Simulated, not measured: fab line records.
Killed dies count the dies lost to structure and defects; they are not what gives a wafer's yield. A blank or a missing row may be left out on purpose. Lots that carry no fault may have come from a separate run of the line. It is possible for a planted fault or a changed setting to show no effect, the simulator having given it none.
Chamber matching :: flow nand_harc :: NHARC_P_BONDPAD_CMP_19 on cmp-01: 4 sister chambers
The step polishes, t overpolish 30 s, cu recess touch 16 s, target thk 160.81 nm. 8 wafers are shown with their chamber, then 10 later ones without.

## WAFERS PAIRED WITH THEIR CHAMBERS
wafer: L084.1
chamber: 2
motor_current_A (A): 10.5
overpolish_run_s (s): 30.000

wafer: L084.2
chamber: 3
motor_current_A (A): 11.3
overpolish_run_s (s): 30.000

wafer: L085.5
chamber: 1
motor_current_A (A): 11.8
overpolish_run_s (s): 29.993

wafer: L093.1
chamber: 3
motor_current_A (A): 10.6
overpolish_run_s (s): 30.006

wafer: L093.2
chamber: 2
motor_current_A (A): 9.4
overpolish_run_s (s): 29.997

wafer: L093.3
chamber: 1
motor_current_A (A): 11.3
overpolish_run_s (s): 30.005

wafer: L093.4
chamber: 0
motor_current_A (A): 13.4
overpolish_run_s (s): 30.003

wafer: L093.5
chamber: 0
motor_current_A (A): 13.5
overpolish_run_s (s): 29.991

## WAFERS WITHOUT THEIR CHAMBER
wafer: L093.6
motor_current_A (A): 11.1
overpolish_run_s (s): 29.977

wafer: L095.1
motor_current_A (A): 10.7
overpolish_run_s (s): 30.004

wafer: L095.3
motor_current_A (A): 13.1
overpolish_run_s (s): 29.999

wafer: L095.4
motor_current_A (A): 11.5
overpolish_run_s (s): 30.007

wafer: L097.3
motor_current_A (A): 13.2
overpolish_run_s (s): 29.998

wafer: L097.4
motor_current_A (A): 11.3
overpolish_run_s (s): 30.012

wafer: L097.5
motor_current_A (A): 12.4
overpolish_run_s (s): 30.001

wafer: L097.1
motor_current_A (A): 11.0
overpolish_run_s (s): 30.002

wafer: L097.2
motor_current_A (A): 10.0
overpolish_run_s (s): 30.000

wafer: L097.6
motor_current_A (A): 12.1
overpolish_run_s (s): 30.003

## WHICH CHAMBER EACH WENT THROUGH
wafer: L093.6
from the rows above: can't be placed: 1 or 3 or 2
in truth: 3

wafer: L095.1
from the rows above: can't be placed: 3 or 2 or 1
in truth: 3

wafer: L095.3
from the rows above: 0
in truth: 0

wafer: L095.4
from the rows above: can't be placed: 1 or 3
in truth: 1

wafer: L097.3
from the rows above: 0
in truth: 0

wafer: L097.4
from the rows above: can't be placed: 3 or 1 or 2
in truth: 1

wafer: L097.5
from the rows above: can't be placed: 1 or 0 or 3
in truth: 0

wafer: L097.1
from the rows above: can't be placed: 3 or 1
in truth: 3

wafer: L097.2
from the rows above: can't be placed: 2 or 3
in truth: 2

wafer: L097.6
from the rows above: can't be placed: 1 or 3 or 0
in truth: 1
Correctly placed: 2 of 10. Not placeable from these rows: 8 (in 8, the candidates include the true chamber). Number placed wrongly: 0.
How it was worked out, from the rows above alone: a wafer's distance from a chamber is the root of the sum, over the readings, of the square of ((its reading less the chamber's mean) divided by the reading's scatter). If the next closest chamber is less than 2 further off than the closest, the wafer can't be placed; otherwise it belongs to the closest. A chamber's mean is the mean of its shown wafers. The scatter is the square root of a quotient: the sum, over the shown wafers, of each reading's squared deviation from its chamber's mean, divided by wafers minus chambers.
